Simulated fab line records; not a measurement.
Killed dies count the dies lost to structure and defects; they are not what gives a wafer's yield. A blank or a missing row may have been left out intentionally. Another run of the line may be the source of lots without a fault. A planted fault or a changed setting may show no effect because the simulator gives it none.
Which tool is to blame? | flow nand_harc | 36 wafers from 12 lots sampled at 5 of the route's 1159 steps

== WHAT THE GAUGES SHOWED, per wafer ==
NHARC_END_SORT_01. Usual: killed_at_array 26, standard deviation 9.1; killed_at_other 0.7, standard deviation 0.9; killed_at_periphery 3.6, standard deviation 2.8; killed_dies 30, standard deviation 9.2; killed_open 3.0, standard deviation 1.9; killed_short 2.0, standard deviation 1.4.
lot  | measured     | on        | killed_at_array | killed_at_other | killed_at_periphery | killed_dies | killed_open | killed_short | flag
L789 | day 22 22:05 | prober-01 | 677 672 672     | 0 1 0           | 0 4 5               | 677 677 677 | 3 1 4       | 1 2 2        | OFF
L788 | day 23 09:22 | prober-02 | 672 672 674     | 1 1 1           | 4 4 2               | 677 677 677 | 2 4 7       | 2 1 2        | OFF
L793 | day 24 01:56 | prober-01 | 672 666 670     | 1 1 1           | 4 10 6              | 677 677 677 | 5 2 4       | 0 0 1        | OFF

== WHICH TOOL RAN EACH LOT (tool, then ch and the chambers of the sampled wafers, then the start) ==
lot  | NHARC_A_CONTACT_ETCH_48            | NHARC_A_CONTACT_ETCH_114             | NHARC_A_CONTACT_ETCH_115             | NHARC_A_CONTACT_ETCH_116
L778 | rie_diel-02 ch 1,2,3, day 16 14:24 | har_cap_etch-01 ch 0,1, day 16 15:58 | har_cap_etch-01 ch 0,1, day 16 16:03 | har_cap_etch-01 ch 0,1, day 16 16:08
L784 | rie_diel-05 ch 0,3, day 18 01:06   | har_cap_etch-03 ch 0,1, day 18 02:52 | har_cap_etch-03 ch 0,1, day 18 02:58 | har_cap_etch-03 ch 0,1, day 18 03:03
L786 | rie_diel-02 ch 1,2,3, day 18 16:25 | har_cap_etch-01 ch 0,1, day 18 18:03 | har_cap_etch-01 ch 0,1, day 18 18:08 | har_cap_etch-01 ch 0,1, day 18 18:14
L785 | rie_diel-08 ch 0,1,2, day 18 18:04 | har_cap_etch-03 ch 0,1, day 18 19:37 | har_cap_etch-03 ch 0,1, day 18 19:42 | har_cap_etch-03 ch 0,1, day 18 19:47
L789 | rie_diel-05 ch 0,1,2, day 19 20:24 | har_cap_etch-02 ch 0,1, day 19 21:58 | har_cap_etch-02 ch 0,1, day 19 22:04 | har_cap_etch-02 ch 0,1, day 19 22:09
L788 | rie_diel-08 ch 0,1, day 19 20:41   | har_cap_etch-01 ch 0,1, day 19 22:41 | har_cap_etch-01 ch 0,1, day 19 22:47 | har_cap_etch-01 ch 0,1, day 19 22:52
L793 | rie_diel-02 ch 0,1,2, day 20 07:39 | har_cap_etch-02 ch 0,1, day 20 09:11 | har_cap_etch-02 ch 0,1, day 20 09:17 | har_cap_etch-02 ch 0,1, day 20 09:23
L795 | rie_diel-02 ch 0,1,2, day 20 12:36 | har_cap_etch-02 ch 0,1, day 20 14:35 | har_cap_etch-02 ch 0,1, day 20 14:41 | har_cap_etch-02 ch 0,1, day 20 14:46
L798 | rie_diel-02 ch 1,2, day 21 14:20   | har_cap_etch-02 ch 0,1, day 21 15:56 | har_cap_etch-02 ch 0,1, day 21 16:01 | har_cap_etch-02 ch 0,1, day 21 16:07
L799 | rie_diel-05 ch 0,2,3, day 21 19:08 | har_cap_etch-03 ch 0,1, day 21 20:43 | har_cap_etch-03 ch 0,1, day 21 20:48 | har_cap_etch-03 ch 0,1, day 21 20:53
L796 | rie_diel-02 ch 0,2,3, day 21 19:29 | har_cap_etch-02 ch 0,1, day 21 21:11 | har_cap_etch-02 ch 0,1, day 21 21:16 | har_cap_etch-02 ch 0,1, day 21 21:22
L800 | rie_diel-08 ch 1,3, day 22 02:55   | har_cap_etch-01 ch 0,1, day 22 04:49 | har_cap_etch-01 ch 0,1, day 22 04:56 | har_cap_etch-01 ch 0,1, day 22 05:03
- NHARC_A_CONTACT_ETCH_48: etches the open film in CF4, target depth 39 nm, time 65 s.
- NHARC_A_CONTACT_ETCH_114: etches the open film in C4F8/O2/Ar, time 94 s, target depth 922 nm.
- NHARC_A_CONTACT_ETCH_115: etches the open film in C4F8/O2/Ar, time 94 s, target depth 922 nm.
- NHARC_A_CONTACT_ETCH_116: etches the open film in C4F8/O2/Ar, time 94 s, target depth 922 nm.

== WHAT THE TOOLS THEMSELVES READ (means of the sampled wafers that have a number; where no wafer has one, the mark that the record gives instead) ==
NHARC_A_CONTACT_ETCH_48. Usual: value, then standard deviation, for each; bias_w 100.0 W / 0.3; cf4_flow_sccm 150.0 sccm / 0.47; drypump_motor_current_A 5.8 A / 0.4; oes_product_au 0.997 a.u. / 0.014; rf_vpp_V 150.9 V / 1; showerhead_plenum_p_Torr 1.75 Torr / 0.051; throttle_valve_pct 13.283 % / 0.0091.
lot  | tool        | bias_w (W) | cf4_flow_sccm (sccm) | drypump_motor_current_A (A) | oes_product_au (a.u.) | rf_vpp_V (V) | showerhead_plenum_p_Torr (Torr) | throttle_valve_pct (%) | flag
L778 | rie_diel-02 | 99.9       | 150.2                | 6.0                         | 0.997                 | 151.3        | 1.76                            | 13.277                 |
L784 | rie_diel-05 | 100.0      | 149.8                | 5.9                         | 1.006                 | 151.2        | 1.79                            | 13.283                 |
L786 | rie_diel-02 | 99.9       | 150.3                | 6.0                         | 0.994                 | 151.7        | 1.75                            | 13.280                 |
L785 | rie_diel-08 | 100.3      | 150.0                | 5.7                         | 0.989                 | 150.9        | 1.72                            | 13.282                 |
L789 | rie_diel-05 | 99.8       | 150.0                | 6.0                         | 1.000                 | 150.8        | 1.74                            | 13.291                 |
L788 | rie_diel-08 | 99.8       | 149.8                | 5.4                         | 0.988                 | 149.9        | 1.69                            | 13.287                 |
L793 | rie_diel-02 | 100.3      | 149.9                | 5.7                         | 0.993                 | 150.9        | 1.75                            | 13.286                 |
L795 | rie_diel-02 | 100.0      | 149.8                | 5.7                         | 0.996                 | 151.2        | 1.75                            | 13.286                 |
L798 | rie_diel-02 | 100.2      | 149.5                | 6.0                         | 0.994                 | 151.6        | 1.77                            | 13.283                 |
L799 | rie_diel-05 | 100.3      | 149.5                | 5.9                         | 0.999                 | 151.1        | 1.77                            | 13.292                 |
L796 | rie_diel-02 | 100.0      | 149.8                | 5.7                         | 0.989                 | 151.4        | 1.73                            | 13.281                 |
L800 | rie_diel-08 | 100.4      | 150.2                | 5.1                         | 0.985                 | 149.8        | 1.73                            | 13.284                 |

NHARC_A_CONTACT_ETCH_114. Usual: chamber_pressure_mTorr 20.002 mTorr, standard deviation 0.019; oes_air_line_au 1.000 a.u., standard deviation 0.021.
lot  | tool            | chamber_pressure_mTorr (mTorr) | oes_air_line_au (a.u.) | flag
L778 | har_cap_etch-01 | 20.003                         | 1.037                  |
L784 | har_cap_etch-03 | 19.993                         | 1.004                  |
L786 | har_cap_etch-01 | 19.990                         | 0.998                  |
L785 | har_cap_etch-03 | 20.005                         | 0.987                  |
L789 | har_cap_etch-02 | 19.989                         | 1.000                  |
L788 | har_cap_etch-01 | 19.986                         | 0.980                  |
L793 | har_cap_etch-02 | 19.982                         | 1.009                  |
L795 | har_cap_etch-02 | 20.006                         | 0.980                  |
L798 | har_cap_etch-02 | 19.999                         | 1.001                  |
L799 | har_cap_etch-03 | 19.999                         | 1.019                  |
L796 | har_cap_etch-02 | 19.986                         | 0.996                  |
L800 | har_cap_etch-01 | 19.993                         | 0.995                  |

NHARC_A_CONTACT_ETCH_115. Usual: chamber_pressure_mTorr 19.999 mTorr, standard deviation 0.017; oes_air_line_au 1.000 a.u., standard deviation 0.021.
lot  | tool            | chamber_pressure_mTorr (mTorr) | oes_air_line_au (a.u.) | flag
L778 | har_cap_etch-01 | 19.990                         | 1.018                  |
L784 | har_cap_etch-03 | 20.003                         | 1.003                  |
L786 | har_cap_etch-01 | 19.997                         | 0.970                  |
L785 | har_cap_etch-03 | 19.986                         | 1.015                  |
L789 | har_cap_etch-02 | -                              | -                      | OFF
L788 | har_cap_etch-01 | -                              | -                      | OFF
L793 | har_cap_etch-02 | -                              | -                      | OFF
L795 | har_cap_etch-02 | 20.009                         | 1.023                  |
L798 | har_cap_etch-02 | 20.008                         | 1.000                  |
L799 | har_cap_etch-03 | 19.987                         | 1.004                  |
L796 | har_cap_etch-02 | 20.021                         | 0.991                  |
L800 | har_cap_etch-01 | 19.985                         | 0.970                  |

NHARC_A_CONTACT_ETCH_116. Usual: chamber_pressure_mTorr 19.998 mTorr, standard deviation 0.016; oes_air_line_au 1.000 a.u., standard deviation 0.02.
lot  | tool            | chamber_pressure_mTorr (mTorr) | oes_air_line_au (a.u.) | flag
L778 | har_cap_etch-01 | 20.015                         | 1.030                  |
L784 | har_cap_etch-03 | 19.998                         | 1.007                  |
L786 | har_cap_etch-01 | 19.991                         | 1.000                  |
L785 | har_cap_etch-03 | 19.989                         | 1.012                  |
L789 | har_cap_etch-02 | 20.002                         | 0.989                  |
L788 | har_cap_etch-01 | 19.986                         | 1.011                  |
L793 | har_cap_etch-02 | 20.004                         | 1.006                  |
L795 | har_cap_etch-02 | 20.006                         | 0.975                  |
L798 | har_cap_etch-02 | 19.990                         | 0.990                  |
L799 | har_cap_etch-03 | 19.989                         | 1.004                  |
L796 | har_cap_etch-02 | 19.999                         | 0.981                  |
L800 | har_cap_etch-01 | 19.980                         | 1.014                  |

== THE ANSWER, worked out from the rows above alone ==
Rule: take the mean of a lot's wafers that have a number; if it is more than 3 standard deviations from the usual mean, the lot is off. A lot without any number at a reading at which 4 lots or more have one is off too. All remaining lots with rows at the step are treated as sound. Order of review: gauges by route order, followed by the tools' own readings, for which a lot's mean as printed above is used. At the first step where some lot is off, the reading lying furthest off is the one used; lots without a number count as furthest.
Off: L789, L788, L793, at NHARC_END_SORT_01 (killed_at_array). Neither off nor sound, because the step has no rows for them: L778, L784, L786, L785, L795, L798, L799, L796, L800.
If a tool, at a process step before that reading, ran all the lots that are off and no sound lot after the first of them, it fits. The gauges at NHARC_END_SORT_01 aren't tried: what is off there is off at NHARC_A_CONTACT_ETCH_115 too, on other tools, and a gauge's error can't cause that. No candidate that was tried fits.

== WHAT WAS PUT IN BY THE SIMULATOR ==
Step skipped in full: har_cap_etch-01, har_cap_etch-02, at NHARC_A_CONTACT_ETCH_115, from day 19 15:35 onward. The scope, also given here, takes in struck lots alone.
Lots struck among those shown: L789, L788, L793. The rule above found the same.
